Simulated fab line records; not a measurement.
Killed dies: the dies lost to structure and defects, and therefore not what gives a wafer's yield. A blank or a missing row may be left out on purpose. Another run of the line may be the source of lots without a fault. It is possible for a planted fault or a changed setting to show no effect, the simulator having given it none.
fab line records	flow nand-harc
[record] lots = 13	wafers = 39	last-day = 34
route steps=1302 shown A_CHANNEL_FILL_D1@493 HYBRID_BOND@1242 THIN_TSV@1263 END@1302
lots with no fault: from the same line, run without faults
start-h: the number of hours between the record's first day and the start of the first shown wafer of the lot	wait-h: hours since the lot's step before	" as in the row above	L1.1+2: a row that stands for several wafers	- no value present, or no start provided	* or withheld: withheld	< > ~ a bound
route shown NAME@n: a module of which the file shows steps, and the number in the route of the first	usual: the fault-free wafers' mean and standard deviation	same: alike in all rows	chamber/n: place in a boat	sites: each site's reading	_std_site: the standard deviation of these	_edge_site: the outer-site mean with the inner-site mean subtracted	radius-mm: how far each site lies from the wafer's centre	mask NAME#n: copy n	behind: the tool/chamber that last shaped the wafer	hold: cause of the lot's hold/its duration in hours/its outcome	device: whichever transistor did not switch (one of n, p or np)	end of line: the route-end tests of the same wafers	a step without rows: its recipe alone	killed: dies that structure and defects cost at the first sort, which is not the same as the wafer's yield	map: the dies of a wafer, with x for killed, . for not killed, _ for no die there
set.NAME: the setting that was run; set.NAME@STEP: the one run at that earlier step	model.NAME: the simulator's own value behind a step, which no gauge read
the route's steps for a sample of lots (tables are steps, rows are wafers)
services: when a tool's chamber went out of use (start-h, in hours from the record's first day, below 0 if earlier), for how many hours, and the reason
[[steps]]
[step NHARC_A_CHANNEL_FILL_D1_ALD_03]
[recipe] target-thk-a = 60	pulse-time-s = 60	ald-cycles = 58	temp-c = 630	pressure-torr = 2	material = SiNx
[usual] chamber-pressure-Torr = 2.000/0.0047	precursor-pulse-height-rel = 1.000/0.023
lot.wafer	tool	chamber	start-h	wait-h	chamber-pressure-Torr	precursor-pulse-height-rel
L201.3	ald-sin-batch-02	0	214.22	-	1.998	0.986
L201.5	"	0	"	"	2.002	0.968
L201.6	"	0	"	"	2.000	1.010
L202.2	ald-sin-batch-02	0	214.22	-	1.999	1.014
L202.3	"	0	"	"	2.000	1.048
L202.4	"	0	"	"	1.998	0.973
L204.1	ald-sin-batch-03	0	229.52	-	2.005	1.005
L204.2	"	0	"	"	2.005	1.031
L204.3	"	0	"	"	1.995	0.997
L206.2	ald-sin-batch-03	0	248.99	-	2.002	0.995
L206.4	"	0	"	"	2.008	0.984
L206.6	"	0	"	"	1.997	0.982
L207.2	ald-sin-batch-03	0	260.89	-	2.001	1.020
L207.3	"	0	"	"	2.002	1.006
L207.5	"	0	"	"	2.010	0.967
L208.1	ald-sin-batch-03	0	270.36	-	2.000	1.003
L208.2	"	0	"	"	2.004	0.987
L208.5	"	0	"	"	2.003	0.971
L216.2	ald-sin-batch-03	0	352.14	-	2.004	0.992
L216.3	"	0	"	"	2.003	1.014
L216.5	"	0	"	"	2.005	1.015
L217.3	ald-sin-batch-03	0	352.14	-	1.998	1.005
L217.4	"	0	"	"	1.997	1.008
L217.6	"	0	"	"	2.002	0.997
L218.4	ald-sin-batch-02	0	383.00	-	2.001	1.005
L218.5	"	0	"	"	1.996	0.950
L218.6	"	0	"	"	2.001	1.014
L219.4	ald-sin-batch-02	0	383.00	-	1.996	1.006
L219.5	"	0	"	"	2.001	0.991
L219.6	"	0	"	"	2.000	0.989
L220.1	ald-sin-batch-03	0	397.34	-	2.004	1.001
L220.2	"	0	"	"	2.002	1.027
L220.4	"	0	"	"	2.002	1.011
L221.2	ald-sin-batch-02	0	406.54	-	1.995	0.965
L221.5	"	0	"	"	1.998	1.032
L221.6	"	0	"	"	1.993	0.950
L223.1	ald-sin-batch-03	0	424.23	-	1.990	1.005
L223.2	"	0	"	"	1.999	0.987
L223.5	"	0	"	"	1.995	0.994
[step NHARC_HYBRID_BOND_OVL_MEAS_05]
[usual] overlay-x-nm = 6/35	overlay-y-nm = -1/31
lot.wafer	tool	chamber	start-h	wait-h	overlay-x-nm	overlay-y-nm
L201.3	overlay-02	-	566.46	0.4	57	-1
L201.5	"	-	"	"	-73	-49
L201.6	"	-	"	"	11	-32
L202.2	overlay-02	-	585.61	0.4	38	56
L202.3	"	-	"	"	-13	19
L202.4	"	-	"	"	19	74
L204.1	overlay-01	-	596.44	0.4	12	-25
L204.2	"	-	"	"	1	-19
L204.3	"	-	"	"	-2	-17
L206.2	overlay-02	-	615.63	0.4	-21	-8
L206.4	"	-	"	"	8	14
L206.6	"	-	"	"	63	-6
L207.2	overlay-01	-	615.63	0.4	57	31
L207.3	"	-	"	"	-60	18
L207.5	"	-	"	"	4	-63
L208.1	overlay-02	-	639.56	0.4	-1	16
L208.2	"	-	"	"	43	-21
L208.5	"	-	"	"	19	3
L217.3	overlay-02	-	709.01	0.4	-17	31
L217.4	"	-	"	"	50	-27
L217.6	"	-	"	"	-10	-90
L216.2	overlay-02	-	709.02	0.4	-30	-3
L216.3	"	-	"	"	-15	-8
L216.5	"	-	"	"	-20	-9
L219.4	overlay-01	-	733.73	0.4	-30	-5
L219.5	"	-	"	"	101	-24
L219.6	"	-	"	"	13	24
L218.4	overlay-01	-	742.91	0.4	-15	2
L218.5	"	-	"	"	-29	-39
L218.6	"	-	"	"	30	19
L223.1	overlay-02	-	778.61	0.4	-34	-16
L223.2	"	-	"	"	31	-11
L223.5	"	-	"	"	10	30
L221.2	overlay-01	-	778.61	0.4	22	-9
L221.5	"	-	"	"	-22	0
L221.6	"	-	"	"	-49	10
L220.1	overlay-01	-	783.19	0.4	85	3
L220.2	"	-	"	"	-44	-11
L220.4	"	-	"	"	5	-8
[step NHARC_THIN_TSV_ETCH_15]
[recipe] target-depth-a = 30000	bosch-target-overetch-cycles = 2	bosch-etch-step-s = 2.8	bosch-dep-step-s = 1.2	bosch-cycles = 14
[usual] drypump-motor-current-A = 5.7/0.39
[same] bosch-etch-step-s = 2.8
lot.wafer	tool	chamber	start-h	wait-h	drypump-motor-current-A	rf-hours-counter-h
L201.3	rie-si-02	1	580.37	-	5.4	0.69
L201.5	"	0	"	"	5.8	-
L201.6	"	1	"	"	5.4	-
L202.4	rie-si-02	3	589.15	-	5.7	0.73
L202.2	"	0	"	"	5.7	0.89
L202.3	"	1	"	"	5.4	0.76
L204.3	rie-si-04	2	599.89	-	5.1	0.55
L204.1	"	3	"	"	5.5	0.42
L204.2	"	0	"	"	6.2	0.40
L206.4	rie-si-04	3	619.18	-	5.5	0.57
L206.2	"	0	"	"	6.2	0.55
L206.6	"	3	"	"	5.5	-
L207.2	rie-si-02	0	620.38	-	5.7	1.15
L207.3	"	1	"	"	5.4	0.95
L207.5	"	2	"	"	5.8	-
L208.2	rie-si-03	2	642.98	-	5.2	0.28
L208.1	"	0	"	"	6.6	0.27
L208.5	"	2	"	"	5.2	-
L217.3	rie-si-03	2	712.72	-	5.2	0.79
L217.4	"	3	"	"	5.3	0.77
L217.6	"	2	"	"	5.2	-
L216.2	rie-si-02	3	716.28	-	5.6	0.53
L216.3	"	2	"	"	5.8	0.49
L216.5	"	3	"	"	5.7	-
L219.4	rie-si-04	3	737.29	-	5.5	0.24
L219.6	"	2	"	"	5.1	-
L219.5	"	3	"	"	5.5	-
L218.4	rie-si-02	3	747.38	-	5.6	0.71
L218.5	"	2	"	"	5.8	-
L218.6	"	3	"	"	5.6	-
L223.2	rie-si-03	0	782.17	-	6.6	0.12
L223.1	"	1	"	"	5.7	0.11
L223.5	"	1	"	"	5.7	-
L221.2	rie-si-04	1	783.46	-	5.5	0.32
L221.6	"	0	"	"	6.2	-
L221.5	"	1	"	"	5.5	-
L220.2	rie-si-02	2	786.73	-	5.8	0.84
L220.1	"	3	"	"	5.7	1.03
L220.4	"	0	"	"	5.8	0.94
[step NHARC_THIN_TSV_STRIP_56]
[recipe] power-w = 1500	temp-c = 250	chemistry = O2
[usual] drypump-motor-current-A = 5.8/0.33	heater-power-w = 334/43
lot.wafer	tool	chamber	start-h	wait-h	drypump-motor-current-A	heater-power-w	rf-hours-counter-h
L201.3	plasma-asher-02	1	586.28	0.2	5.9	350	-
L201.5	"	1	"	"	5.9	347	-
L201.6	"	0	"	"	6.3	408	-
L202.2	plasma-asher-01	1	595.06	0.1	5.8	312	11
L202.3	"	1	"	"	5.8	315	-
L202.4	"	0	"	"	5.4	300	-
L204.1	plasma-asher-01	0	605.54	0.1	5.4	297	14
L204.2	"	1	"	"	5.8	314	14
L204.3	"	1	"	"	5.8	310	-
L206.2	plasma-asher-02	1	624.94	0.1	5.9	366	2
L206.4	"	0	"	"	6.3	401	-
L206.6	"	0	"	"	6.3	401	-
L207.2	plasma-asher-01	1	626.15	0.1	5.7	306	17
L207.3	"	0	"	"	5.4	292	-
L207.5	"	0	"	"	5.4	293	-
L208.2	plasma-asher-01	0	648.65	0.1	5.4	285	21
L208.1	"	1	"	"	5.8	320	21
L208.5	"	0	"	"	5.4	290	-
L217.3	plasma-asher-01	1	718.67	0.2	5.8	327	-
L217.4	"	0	"	"	5.4	283	-
L217.6	"	0	"	"	5.4	281	-
L216.2	plasma-asher-02	0	722.12	0.1	6.3	406	23
L216.3	"	0	"	"	6.3	395	-
L216.5	"	1	"	"	5.9	365	-
L219.4	plasma-asher-02	1	743.00	0.2	5.9	369	-
L219.6	"	0	"	"	6.3	398	-
L219.5	"	1	"	"	5.9	363	-
L218.4	plasma-asher-01	1	753.58	0.2	5.8	321	-
L218.5	"	1	"	"	5.8	321	-
L218.6	"	0	"	"	5.4	283	-
L223.2	plasma-asher-01	1	788.31	0.4	5.8	318	20
L223.1	"	0	"	"	5.4	282	20
L223.5	"	0	"	"	5.4	287	-
L221.2	plasma-asher-02	1	789.33	0.1	5.9	347	0
L221.6	"	0	"	"	6.3	416	-
L221.5	"	1	"	"	5.9	352	-
L220.1	plasma-asher-01	1	792.69	0.1	5.8	322	20
L220.2	"	0	"	"	5.4	288	20
L220.4	"	0	"	"	5.3	280	-
[step NHARC_END_SORT_01]
[recipe] temp-c = 25
[usual] killed-at-array = 58/20	killed-at-other = 0.9/1.4	killed-at-periphery = 4/3.1	killed-dies = 63/20	killed-open = 3.3/1.8	killed-short = 2.4/1.5
[same] gross-dies = 677
lot.wafer	tool	chamber	start-h	wait-h	killed-at-array	killed-at-other	killed-at-periphery	killed-dies	killed-open	killed-short
L207.2	prober-01	0	634.07	2.8	174	5	4	183	0	1
L207.3	prober-01	0	634.86	3.1	179	2	1	182	3	1
L207.5	prober-01	0	636.42	3.6	174	1	1	176	5	3
L208.1	prober-02	0	657.02	2.5	125	3	0	128	2	3
L208.2	prober-02	0	657.82	2.8	121	3	0	124	4	2
L208.5	prober-02	0	660.21	3.7	129	1	1	131	3	3
// killed by level:class
L207.2 A_CHANNEL_FILL_D1:unspecified=100 A_CHANNEL_HOLE_D1:chamber-film-flake=32 A_SLIT:chamber-film-flake=22 A_CHANNEL_HOLE_D2:chamber-film-flake=16 THIN_TSV:chamber-film-flake=5 P_M0:chamber-film-flake=3 A_STAIRCASE:chamber-film-flake=2 A_ONON_D1:geometric-particle:short=1
L207.3 A_CHANNEL_FILL_D1:unspecified=91 A_SLIT:chamber-film-flake=34 A_CHANNEL_HOLE_D1:chamber-film-flake=32 A_CHANNEL_HOLE_D2:chamber-film-flake=17 THIN_TSV:chamber-film-flake=2 A_ONON_D1:geometric-particle:open=1 A_DECK1_JOINT:geometric-particle:open=1 A_DECK1_JOINT:geometric-particle:short=1
L207.5 A_CHANNEL_FILL_D1:unspecified=93 A_SLIT:chamber-film-flake=28 A_CHANNEL_HOLE_D1:chamber-film-flake=23 A_CHANNEL_HOLE_D2:chamber-film-flake=19 A_CHANNEL_HOLE_D1:geometric-particle:open=1 A_CHANNEL_FILL_D1:geometric-particle:short=1 A_ONON_D2:geometric-particle:open=1 A_CHANNEL_FILL_D2:geometric-particle:open=1
L208.1 A_CHANNEL_FILL_D1:unspecified=95 A_CHANNEL_HOLE_D2:chamber-film-flake=9 A_CHANNEL_HOLE_D1:chamber-film-flake=4 A_CONTACT:chamber-film-flake=4 THIN_TSV:chamber-film-flake=3 A_M1:chamber-film-flake=2 A_CHANNEL_FILL_D1:chamber-film-flake=2 A_WL_FILL:chamber-film-flake=2
L208.2 A_CHANNEL_FILL_D1:unspecified=93 A_CHANNEL_HOLE_D2:chamber-film-flake=12 A_CHANNEL_HOLE_D1:chamber-film-flake=4 A_CHANNEL_FILL_D1:chamber-film-flake=3 THIN_TSV:chamber-film-flake=2 A_CHANNEL_HOLE_D1:geometric-particle:short=1 A_CHANNEL_FILL_D1:geometric-particle:open=1 A_ONON_D2:geometric-particle:open=1
L208.5 A_CHANNEL_FILL_D1:unspecified=97 A_CHANNEL_HOLE_D2:chamber-film-flake=10 A_CHANNEL_HOLE_D1:chamber-film-flake=6 A_CHANNEL_FILL_D2:chamber-film-flake=4 A_WL_FILL:chamber-film-flake=3 A_DECK1_JOINT:geometric-particle:short=2 A_STAIRCASE:chamber-film-flake=2 P_CONTACT:geometric-particle:short=1
[[services]]
tool	chamber	start-h	hours	kind
rie-si-04	1	192.68	4.9	repair
rie-si-04	2	226.63	9.3	repair
plasma-asher-02	-	249.00	9.0	pm
ald-sin-batch-02	-	269.51	26.0	pm
rie-si-02	-	277.00	9.0	pm
plasma-asher-02	-	283.95	23.3	repair
plasma-asher-01	-	293.01	10.8	repair
rie-si-04	3	295.15	8.4	repair
plasma-asher-01	-	342.30	9.0	pm
plasma-asher-02	-	393.12	1.4	repair
plasma-asher-02	-	426.12	9.0	pm
rie-si-02	-	454.00	9.0	pm
rie-si-02	2	475.04	4.1	repair
rie-si-02	1	487.01	1.4	repair
plasma-asher-02	-	491.92	1.8	repair
plasma-asher-01	-	519.30	9.0	pm
plasma-asher-02	-	603.13	9.0	pm
rie-si-02	-	631.00	9.0	pm
ald-sin-batch-02	-	674.60	5.4	repair
plasma-asher-01	-	696.30	9.0	pm
rie-si-02	1	754.29	2.1	repair
ald-sin-batch-03	-	772.00	26.0	pm
rie-si-02	3	779.12	1.9	repair
plasma-asher-02	-	780.13	9.0	pm
[[key]]
[first-sign] step = NHARC_END_SORT_01	reading = killed-at-array	direction = up	sigmas = 4.7	usual = 58	struck = 150
[effect] step = NHARC_END_SORT_01	reading = killed-dies	direction = up	sigmas = 4.5	usual = 63	struck = 154
[more-kills-born-at] NHARC_A_CHANNEL_FILL_D1_ALD_03@ald-sin-batch-03 = 569
met-at NHARC_A_CHANNEL_FILL_D1_ALD_03
struck-lots L207,L208
tester-left-out L207,L208
not-acting-at NHARC_HYBRID_BOND_OVL_MEAS_05,NHARC_THIN_TSV_ETCH_15,NHARC_THIN_TSV_STRIP_56
onset-between 248.99 260.89
[fault] kind = chamber-particle-source	tool = ald-sin-batch-03	chamber = -	onset-h = 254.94	steps = NHARC_A_CHANNEL_FILL_D1_ALD_03	rate-per-visit-cm2 = 1.3496	end-h = 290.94
// tester-left-out: of these lots the tester's yield and bins aren't shown, on N5 and GAA mostly nor the transistor test; their killed dies are dies lost to structure and defects alone, not to doping, threshold or leakage, so they don't give the yield
